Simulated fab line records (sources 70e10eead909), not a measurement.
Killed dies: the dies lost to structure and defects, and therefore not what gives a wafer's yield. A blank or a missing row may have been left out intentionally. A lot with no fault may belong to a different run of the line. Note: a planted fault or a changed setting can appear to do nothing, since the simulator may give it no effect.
Matching of chambers / flow nand harc / rie diel-11 running NHARC_P_BONDPAD_ETCH_37: 4 sister chambers
The step etches the open film in N2/H2, target depth 60 nm, overetch 18 nm, time 65.91 s. 15 wafers are shown with their chamber, then 7 later ones without.

== WAFERS, EACH WITH ITS CHAMBER ==
wafer=L402.4; chamber=2; run length s (s)=88.2; rf vpp V (V)=432.4; oes product au (a.u.)=1.007
wafer=L402.5; chamber=3; run length s (s)=86.6; rf vpp V (V)=432.0; oes product au (a.u.)=0.989
wafer=L402.6; chamber=2; run length s (s)=88.1; rf vpp V (V)=431.4; oes product au (a.u.)=1.004
wafer=L403.1; chamber=0; run length s (s)=86.7; rf vpp V (V)=431.2; oes product au (a.u.)=1.000
wafer=L403.4; chamber=2; run length s (s)=87.9; rf vpp V (V)=431.1; oes product au (a.u.)=1.008
wafer=L403.6; chamber=0; run length s (s)=86.6; rf vpp V (V)=433.6; oes product au (a.u.)=0.994
wafer=L407.1; chamber=2; run length s (s)=88.1; rf vpp V (V)=433.0; oes product au (a.u.)=1.014
wafer=L407.2; chamber=1; run length s (s)=87.6; rf vpp V (V)=428.6; oes product au (a.u.)=1.003
wafer=L408.1; chamber=0; run length s (s)=86.8; rf vpp V (V)=433.8; oes product au (a.u.)=0.997
wafer=L408.4; chamber=1; run length s (s)=87.5; rf vpp V (V)=429.6; oes product au (a.u.)=1.000
wafer=L414.2; chamber=0; run length s (s)=86.6; rf vpp V (V)=433.1; oes product au (a.u.)=1.007
wafer=L414.3; chamber=3; run length s (s)=87.1; rf vpp V (V)=434.2; oes product au (a.u.)=1.005
wafer=L414.6; chamber=3; run length s (s)=86.6; rf vpp V (V)=432.7; oes product au (a.u.)=1.019
wafer=L421.1; chamber=0; run length s (s)=86.8; rf vpp V (V)=433.1; oes product au (a.u.)=1.000
wafer=L421.3; chamber=1; run length s (s)=87.9; rf vpp V (V)=428.7; oes product au (a.u.)=1.006

SIGNATURES, as means of the wafers listed above
reading=run length s; chamber 0=86.700; chamber 1=87.667; chamber 2=88.075; chamber 3=86.767; scatter within a chamber=0.176
reading=rf vpp V; chamber 0=432.960; chamber 1=428.967; chamber 2=431.975; chamber 3=432.967; scatter within a chamber=0.94
reading=oes product au; chamber 0=0.99960; chamber 1=1.00300; chamber 2=1.00825; chamber 3=1.00433; scatter within a chamber=0.00747
Rule: a wafer lies at a distance from a chamber equal to the root of the sum of squares, over the readings, of (its reading less the chamber's mean, divided by the reading's scatter). The wafer belongs to the nearest chamber; if the next one is less than 2 further off, it can't be placed. How the scatter is found: for the shown wafers, subtract from each reading the mean of its chamber, square and add these, divide the total by (wafers less chambers), then take the root.

== WAFERS WHOSE CHAMBER IS MISSING ==
wafer=L421.6; run length s (s)=86.9; rf vpp V (V)=433.0; oes product au (a.u.)=1.012
wafer=L422.1; run length s (s)=87.8; rf vpp V (V)=428.5; oes product au (a.u.)=1.012
wafer=L422.2; run length s (s)=86.6; rf vpp V (V)=432.3; oes product au (a.u.)=0.998
wafer=L422.6; run length s (s)=88.3; rf vpp V (V)=432.4; oes product au (a.u.)=0.990
wafer=L423.3; run length s (s)=88.0; rf vpp V (V)=431.0; oes product au (a.u.)=1.003
wafer=L423.4; run length s (s)=87.5; rf vpp V (V)=428.5; oes product au (a.u.)=1.012
wafer=L423.6; run length s (s)=86.6; rf vpp V (V)=433.4; oes product au (a.u.)=1.002

== THE CHAMBER EACH PASSED THROUGH ==
wafer=L421.6; from the rows above=can't be placed: 3 or 0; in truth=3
wafer=L422.1; from the rows above=1; in truth=1
wafer=L422.2; from the rows above=can't be placed: 0 or 3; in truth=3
wafer=L422.6; from the rows above=2; in truth=2
wafer=L423.3; from the rows above=can't be placed: 2 or 1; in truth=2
wafer=L423.4; from the rows above=1; in truth=1
wafer=L423.6; from the rows above=can't be placed: 0 or 3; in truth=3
Correctly placed: 3 of 7. Unplaceable from these rows: 4, with the true chamber sitting among the candidates in 4. Placed wrongly: 0.
